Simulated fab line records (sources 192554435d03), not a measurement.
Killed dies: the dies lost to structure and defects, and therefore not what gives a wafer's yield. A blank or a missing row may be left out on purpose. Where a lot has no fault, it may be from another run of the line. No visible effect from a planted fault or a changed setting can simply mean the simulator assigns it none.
Which tool did it?    flow n5_finfet    24 lots with 72 wafers sampled at 6 steps, on a route of 1938 steps

== WHAT THE GAUGES SHOWED, per wafer ==
N5_BEOL_M0_SAQP_CD_MEAS_40 targets a cd of 30 nm. Usual: cd_nm reads 30.01 nm (standard deviation 0.23).
lot   measured      on         cd_nm (nm)         flag
L074  day 5 15:51   cd_sem-02  30.26 30.44 29.94  
L075  day 5 22:20   cd_sem-02  30.19 29.95 29.96  
L076  day 6 06:07   cd_sem-03  29.96 29.86 30.12  
L077  day 6 06:43   cd_sem-02  29.87 30.07 29.62  
L078  day 6 21:17   cd_sem-03  29.92 29.79 30.46  
L079  day 7 06:02   cd_sem-02  29.97 29.71 30.08  
L080  day 7 11:28   cd_sem-02  29.64 30.06 29.94  
L081  day 7 15:15   cd_sem-03  29.81 30.02 29.47  
L082  day 7 19:25   cd_sem-01  30.11 29.98 30.07  
L083  day 7 20:40   cd_sem-02  30.22 29.93 30.72  
L084  day 8 05:32   cd_sem-01  30.44 30.24 29.86  
L085  day 8 14:40   cd_sem-03  30.34 30.27 30.07  
L086  day 8 14:57   cd_sem-02  30.30 29.89 29.68  
L087  day 9 06:00   cd_sem-02  29.75 29.89 29.79  
L088  day 9 07:49   cd_sem-02  30.26 30.17 29.84  
L089  day 9 13:02   cd_sem-01  29.70 30.01 29.99  
L090  day 9 13:29   cd_sem-02  30.16 29.99 30.00  
L091  day 9 19:02   cd_sem-01  30.42 29.83 29.93  
L092  day 10 02:55  cd_sem-01  30.02 29.97 30.16  
L093  day 10 10:17  cd_sem-03  30.22 29.94 30.06  
L094  day 10 16:06  cd_sem-02  29.98 30.49 30.14  
L095  day 11 04:02  cd_sem-02  30.29 29.98 29.77  
L096  day 11 06:47  cd_sem-02  29.98 29.95 30.04  
L097  day 11 10:39  cd_sem-03  29.90 30.26 29.67  

N5_BEOL_M0_OCD_MEAS_108. Usual: trench_depth_nm reads 32.9 nm (standard deviation 0.89).
lot   measured      on      trench_depth_nm (nm)  flag
L074  day 6 00:50   ocd-02  33.1 32.4 32.5        
L075  day 6 01:26   ocd-02  33.1 34.7 33.9        
L076  day 6 09:47   ocd-02  32.8 32.2 31.4        
L077  day 6 10:23   ocd-02  32.5 32.4 31.6        
L078  day 7 00:50   ocd-02  33.2 35.8 32.6        
L079  day 7 10:06   ocd-02  32.4 32.5 31.2        
L080  day 7 14:11   ocd-02  34.6 33.4 34.1        
L081  day 7 18:32   ocd-02  32.8 33.9 32.8        
L082  day 7 22:11   ocd-02  32.9 32.9 34.9        
L083  day 8 00:18   ocd-01  32.2 32.6 32.3        
L084  day 8 17:12   ocd-02  32.9 32.2 31.9        
L085  day 8 22:06   ocd-02  32.6 33.0 33.2        
L086  day 8 21:37   ocd-01  32.8 33.8 32.8        
L087  day 9 10:49   ocd-01  33.5 32.7 33.3        
L088  day 9 10:38   ocd-02  33.0 32.7 31.4        
L089  day 9 15:54   ocd-02  35.1 33.0 32.2        
L090  day 9 20:29   ocd-01  32.6 33.1 32.9        
L091  day 9 23:39   ocd-01  34.3 32.6 33.2        
L092  day 10 07:59  ocd-02  32.7 31.8 32.2        
L093  day 10 14:50  ocd-02  34.6 33.2 31.9        
L094  day 10 19:40  ocd-01  32.0 32.9 32.7        
L095  day 11 09:04  ocd-02  33.7 33.2 35.4        
L096  day 11 13:32  ocd-01  32.7 32.5 32.9        
L097  day 11 13:34  ocd-02  31.5 34.6 33.0        

== WHICH TOOL RAN EACH LOT (tool, then ch and the chambers of the sampled wafers, then the start) ==
lot   N5_BEOL_M0_SAQP_STRIP_86            N5_BEOL_M0_SAQP_MANDREL1_REMOVE_100  N5_BEOL_M0_SAQP_SPACER2_ALD_26     N5_BEOL_M0_HM_OPEN_105
L074  rie_diel-03 ch 0,2,3, day 5 10:40   rie_si-05 ch 1,2,3, day 5 13:20      ald_sin-03 ch 0,1,3, day 5 14:40   rie_metal-01 ch 0,1, day 6 00:22
L075  rie_diel-02 ch 0,1,2, day 5 19:05   rie_si-06 ch 1,2,3, day 5 20:10      ald_sin-02 ch 2,3, day 5 21:17     rie_metal-02 ch 1, day 6 00:24
L076  rie_diel-02 ch 1,2, day 6 02:05     rie_si-04 ch 1,2,3, day 6 03:10      ald_sin-02 ch 0,1,3, day 6 04:48   rie_metal-02 ch 0,1, day 6 08:33
L077  rie_diel-02 ch 1,2,3, day 6 02:53   rie_si-04 ch 0,2,3, day 6 04:12      ald_sin-03 ch 0,1,2, day 6 05:39   rie_metal-01 ch 0,1, day 6 09:20
L078  rie_diel-03 ch 1,2,3, day 6 18:02   rie_si-05 ch 0,1,2, day 6 19:06      ald_sin-02 ch 0,2,3, day 6 20:13   rie_metal-02 ch 0,1, day 7 00:12
L079  rie_diel-03 ch 2,3, day 7 02:27     rie_si-06 ch 0,1, day 7 03:32        ald_sin-01 ch 1,2, day 7 04:56     rie_metal-02 ch 0,1, day 7 09:34
L080  rie_diel-05 ch 0,1,3, day 7 05:51   rie_si-04 ch 2,3, day 7 07:59        ald_sin-01 ch 0,3, day 7 10:14     rie_metal-02 ch 0,1, day 7 13:29
L081  rie_diel-02 ch 0,2, day 7 11:31     rie_si-06 ch 0,1, day 7 12:35        ald_sin-01 ch 1,3, day 7 13:43     rie_metal-01 ch 0,1, day 7 18:05
L082  rie_diel-02 ch 0,1,2, day 7 15:09   rie_si-05 ch 1,2,3, day 7 16:51      ald_sin-02 ch 1,2,3, day 7 18:10   rie_metal-03 ch 1, day 7 21:35
L083  rie_diel-02 ch 0,1,2, day 7 17:01   rie_si-04 ch 0,1, day 7 18:17        ald_sin-03 ch 0,1,3, day 7 19:32   rie_metal-01 ch 0,1, day 7 23:52
L084  rie_diel-03 ch 1,3, day 8 02:09     rie_si-04 ch 1,2,3, day 8 03:14      ald_sin-02 ch 0,1,2, day 8 04:21   rie_metal-01 ch 0, day 8 16:31
L085  rie_diel-02 ch 0,1,3, day 8 09:56   rie_si-04 ch 0,1,3, day 8 11:01      ald_sin-03 ch 0,1,2, day 8 13:22   rie_metal-03 ch 0,1, day 8 21:13
L086  rie_diel-03 ch 1,2,3, day 8 10:16   rie_si-04 ch 1,2,3, day 8 11:22      ald_sin-03 ch 0,1,2, day 8 13:53   rie_metal-02 ch 0,1, day 8 21:04
L087  rie_diel-02 ch 1,2, day 9 01:40     rie_si-04 ch 1,2, day 9 02:45        ald_sin-01 ch 0,1, day 9 04:57     rie_metal-02 ch 1, day 9 10:21
L088  rie_diel-02 ch 0,1,2, day 9 04:07   rie_si-04 ch 0,1, day 9 05:34        ald_sin-02 ch 1,2,3, day 9 06:41   rie_metal-01 ch 0,1, day 9 10:10
L089  rie_diel-02 ch 0,3, day 9 09:13     rie_si-04 ch 0,2, day 9 10:40        ald_sin-03 ch 0,2,3, day 9 11:59   rie_metal-01 ch 0,1, day 9 15:05
L090  rie_diel-03 ch 0,1,3, day 9 10:04   rie_si-06 ch 0,1,2, day 9 11:08      ald_sin-01 ch 1,2, day 9 12:26     rie_metal-03 ch 0,1, day 9 19:56
L091  rie_diel-03 ch 0,1, day 9 15:31     rie_si-04 ch 1,2,3, day 9 16:36      ald_sin-01 ch 0,2,3, day 9 17:50   rie_metal-01 ch 0,1, day 9 22:58
L092  rie_diel-02 ch 0,3, day 9 23:10     rie_si-06 ch 0,1,3, day 10 00:23     ald_sin-02 ch 2,3, day 10 01:52    rie_metal-03 ch 0,1, day 10 06:48
L093  rie_diel-02 ch 0,1, day 10 05:46    rie_si-04 ch 0,2,3, day 10 07:52     ald_sin-01 ch 0,1,2, day 10 09:07  rie_metal-02 ch 0,1, day 10 14:22
L094  rie_diel-05 ch 0,2,3, day 10 12:04  rie_si-04 ch 0,3, day 10 13:14       ald_sin-02 ch 0,1,2, day 10 14:53  rie_metal-01 ch 0,1, day 10 18:11
L095  rie_diel-03 ch 0,1,2, day 10 23:59  rie_si-06 ch 0,1,3, day 11 01:34     ald_sin-03 ch 1,2,3, day 11 02:52  rie_metal-03 ch 0,1, day 11 07:54
L096  rie_diel-03 ch 1,2,3, day 11 03:17  rie_si-06 ch 0,1,2, day 11 04:22     ald_sin-02 ch 0,1,3, day 11 05:37  rie_metal-03 ch 0,1, day 11 13:07
L097  rie_diel-03 ch 0,1,3, day 11 06:43  rie_si-05 ch 0,1,3, day 11 08:21     ald_sin-01 ch 1,2,3, day 11 09:29  rie_metal-02 ch 0,1, day 11 13:06
- N5_BEOL_M0_SAQP_STRIP_86: strips in N2/H2.
- N5_BEOL_M0_SAQP_MANDREL1_REMOVE_100: chemistry HBr/Cl2/O2, target a-Si, stops on SiNx, bt time 10 s.
- N5_BEOL_M0_SAQP_SPACER2_ALD_26: deposits SiO2, target thk 15 nm, pulse time 1 s, purge time 2 s.
- N5_BEOL_M0_HM_OPEN_105: chemistry Cl2/BCl3, target TiN, target depth 12 nm.

== WHAT THE TOOLS THEMSELVES READ (means of the sampled wafers that have a number; where no wafer has one, the mark that the record gives instead) ==
N5_BEOL_M0_SAQP_STRIP_86. Usual: drypump_motor_current_A 5.8 A, standard deviation 0.51; oes_product_au 0.77 a.u., standard deviation 0.096; rf_vpp_V 122.1 V, standard deviation 1.4; showerhead_plenum_p_Torr 3.39 Torr, standard deviation 0.1; throttle_valve_pct 18.89 %, standard deviation 0.24.
lot   tool         drypump_motor_current_A (A)  oes_product_au (a.u.)  rf_vpp_V (V)  showerhead_plenum_p_Torr (Torr)  throttle_valve_pct (%)  flag
L074  rie_diel-03  5.6                          0.71                   121.2         3.43                             19.28                   
L075  rie_diel-02  5.8                          0.76                   121.2         3.35                             18.63                   
L076  rie_diel-02  6.1                          0.76                   121.9         3.26                             18.74                   
L077  rie_diel-02  6.2                          0.75                   122.0         3.37                             18.83                   
L078  rie_diel-03  5.4                          0.73                   121.0         3.43                             19.18                   
L079  rie_diel-03  5.2                          0.72                   121.1         3.48                             19.22                   
L080  rie_diel-05  5.9                          0.74                   122.1         3.39                             18.92                   
L081  rie_diel-02  5.4                          0.71                   121.6         3.34                             18.56                   
L082  rie_diel-02  5.8                          0.75                   121.7         3.35                             18.67                   
L083  rie_diel-02  5.8                          0.75                   121.5         3.34                             18.68                   
L084  rie_diel-03  5.0                          0.73                   123.1         3.43                             19.03                   
L085  rie_diel-02  5.9                          0.74                   122.5         3.45                             18.75                   
L086  rie_diel-03  5.4                          0.82                   122.5         3.42                             19.04                   
L087  rie_diel-02  6.2                          0.78                   121.2         3.34                             18.81                   
L088  rie_diel-02  5.8                          0.74                   121.4         3.34                             18.69                   
L089  rie_diel-02  5.9                          0.67                   122.9         3.46                             18.80                   
L090  rie_diel-03  5.4                          0.80                   121.1         3.36                             18.95                   
L091  rie_diel-03  5.5                          0.80                   122.4         3.31                             18.90                   
L092  rie_diel-02  5.9                          0.69                   121.6         3.46                             18.82                   
L093  rie_diel-02  5.6                          0.73                   123.1         3.42                             18.59                   
L094  rie_diel-05  6.4                          0.73                   121.7         3.35                             19.00                   
L095  rie_diel-03  5.8                          0.86                   121.8         3.35                             18.98                   
L096  rie_diel-03  5.4                          0.79                   122.4         3.41                             19.08                   
L097  rie_diel-03  5.4                          0.78                   123.2         3.36                             18.97                   

N5_BEOL_M0_SAQP_MANDREL1_REMOVE_100. Usual: drypump_motor_current_A 5.6 A, standard deviation 0.33; oes_product_au 0.999 a.u., standard deviation 0.018; rf_fwd_power_W 596.0 W, standard deviation 2; throttle_valve_pct 36.6 %, standard deviation 0.61.
lot   tool       drypump_motor_current_A (A)  oes_product_au (a.u.)  rf_fwd_power_W (W)  throttle_valve_pct (%)  flag
L074  rie_si-05  5.5                          1.016                  595.2               37.1                    
L075  rie_si-06  5.8                          0.984                  596.4               36.8                    
L076  rie_si-04  5.4                          0.991                  596.4               36.4                    
L077  rie_si-04  5.4                          1.002                  594.4               36.2                    
L078  rie_si-05  5.8                          0.994                  597.5               37.5                    
L079  rie_si-06  5.9                          0.990                  597.2               36.7                    
L080  rie_si-04  5.1                          1.015                  595.3               36.7                    
L081  rie_si-06  5.9                          0.987                  594.6               36.6                    
L082  rie_si-05  5.5                          1.016                  598.7               37.1                    
L083  rie_si-04  5.8                          0.988                  594.9               36.2                    
L084  rie_si-04  5.4                          1.005                  595.3               36.4                    
L085  rie_si-04  5.7                          0.998                  596.0               36.0                    
L086  rie_si-04  5.4                          1.004                  595.2               36.5                    
L087  rie_si-04  5.5                          0.990                  594.6               36.6                    
L088  rie_si-04  5.8                          0.995                  593.4               35.9                    
L089  rie_si-04  5.5                          1.012                  595.1               36.2                    
L090  rie_si-06  5.8                          0.989                  596.9               36.6                    
L091  rie_si-04  5.4                          1.003                  596.9               36.4                    
L092  rie_si-06  5.9                          0.998                  595.4               36.7                    
L093  rie_si-04  5.4                          1.010                  597.9               36.2                    
L094  rie_si-04  5.6                          1.005                  595.9               35.8                    
L095  rie_si-06  5.9                          0.989                  595.9               36.7                    
L096  rie_si-06  5.8                          0.990                  597.4               36.6                    
L097  rie_si-05  5.6                          1.012                  595.4               37.1                    

N5_BEOL_M0_SAQP_SPACER2_ALD_26. Usual: heater_power_w 481 W, standard deviation 49; precursor_pulse_height_rel 1.004, standard deviation 0.019.
lot   tool        heater_power_w (W)  precursor_pulse_height_rel  flag
L074  ald_sin-03  465                 1.000                       
L075  ald_sin-02  464                 0.997                       
L076  ald_sin-02  544                 0.994                       
L077  ald_sin-03  478                 1.008                       
L078  ald_sin-02  515                 1.023                       
L079  ald_sin-01  476                 1.005                       
L080  ald_sin-01  455                 1.010                       
L081  ald_sin-01  471                 0.997                       
L082  ald_sin-02  490                 1.012                       
L083  ald_sin-03  455                 1.001                       
L084  ald_sin-02  489                 1.007                       
L085  ald_sin-03  479                 1.003                       
L086  ald_sin-03  477                 0.982                       
L087  ald_sin-01  449                 1.034                       
L088  ald_sin-02  493                 1.001                       
L089  ald_sin-03  463                 1.002                       
L090  ald_sin-01  475                 0.996                       
L091  ald_sin-01  467                 1.000                       
L092  ald_sin-02  460                 1.018                       
L093  ald_sin-01  474                 1.007                       
L094  ald_sin-02  498                 0.999                       
L095  ald_sin-03  442                 0.996                       
L096  ald_sin-02  535                 0.993                       
L097  ald_sin-01  474                 0.987                       

N5_BEOL_M0_HM_OPEN_105. Usual: drypump_motor_current_A 5.8 A, standard deviation 0.45; oes_product_au 0.77 a.u., standard deviation 0.11; rf_fwd_power_W 995 W, standard deviation 3.7; throttle_valve_pct 21.9 %, standard deviation 0.32.
lot   tool          drypump_motor_current_A (A)  oes_product_au (a.u.)  rf_fwd_power_W (W)  throttle_valve_pct (%)  flag
L074  rie_metal-01  5.5                          0.65                   994                 21.9                    
L075  rie_metal-02  5.4                          0.67                   995                 22.0                    
L076  rie_metal-02  5.8                          0.74                   997                 22.0                    
L077  rie_metal-01  5.5                          0.65                   993                 21.9                    
L078  rie_metal-02  6.3                          0.80                   998                 21.9                    
L079  rie_metal-02  6.3                          0.80                   995                 21.9                    
L080  rie_metal-02  6.2                          0.80                   997                 21.9                    
L081  rie_metal-01  5.6                          0.64                   996                 21.9                    
L082  rie_metal-03  5.9                          0.78                   991                 22.0                    
L083  rie_metal-01  5.5                          0.64                   994                 21.9                    
L084  rie_metal-01  5.9                          0.77                   998                 21.4                    
L085  rie_metal-03  5.6                          0.76                   989                 22.3                    
L086  rie_metal-02  6.2                          0.79                   993                 21.9                    
L087  rie_metal-02  5.4                          0.65                   996                 22.0                    
L088  rie_metal-01  5.7                          0.86                   995                 21.5                    
L089  rie_metal-01  5.5                          0.94                   993                 21.6                    
L090  rie_metal-03  5.8                          0.77                   996                 22.1                    
L091  rie_metal-01  5.5                          0.93                   995                 21.6                    
L092  rie_metal-03  5.7                          0.76                   995                 22.1                    
L093  rie_metal-02  5.8                          0.71                   996                 22.0                    
L094  rie_metal-01  5.5                          0.92                   994                 21.6                    
L095  rie_metal-03  5.6                          0.74                   994                 22.3                    
L096  rie_metal-03  5.8                          0.75                   992                 22.1                    
L097  rie_metal-02  5.8                          0.71                   996                 22.0                    

== THE ANSWER, worked out from the rows above alone ==
Rule: a lot is off if the mean of its wafers that have a number lies more than 3 standard deviations from the usual mean. Also off: a lot with no number at a reading for which 4 or more lots have one. The other lots that the step has rows for count as sound. Order of review: gauges by route order, followed by the tools' own readings, for which a lot's mean as printed above is used. At the first step where some lot is off, the reading lying furthest off is the one used; lots without a number count as furthest.
Nothing can be told from this: no lot is off at any reading shown.

== WHAT THE SIMULATOR HAD PUT IN ==
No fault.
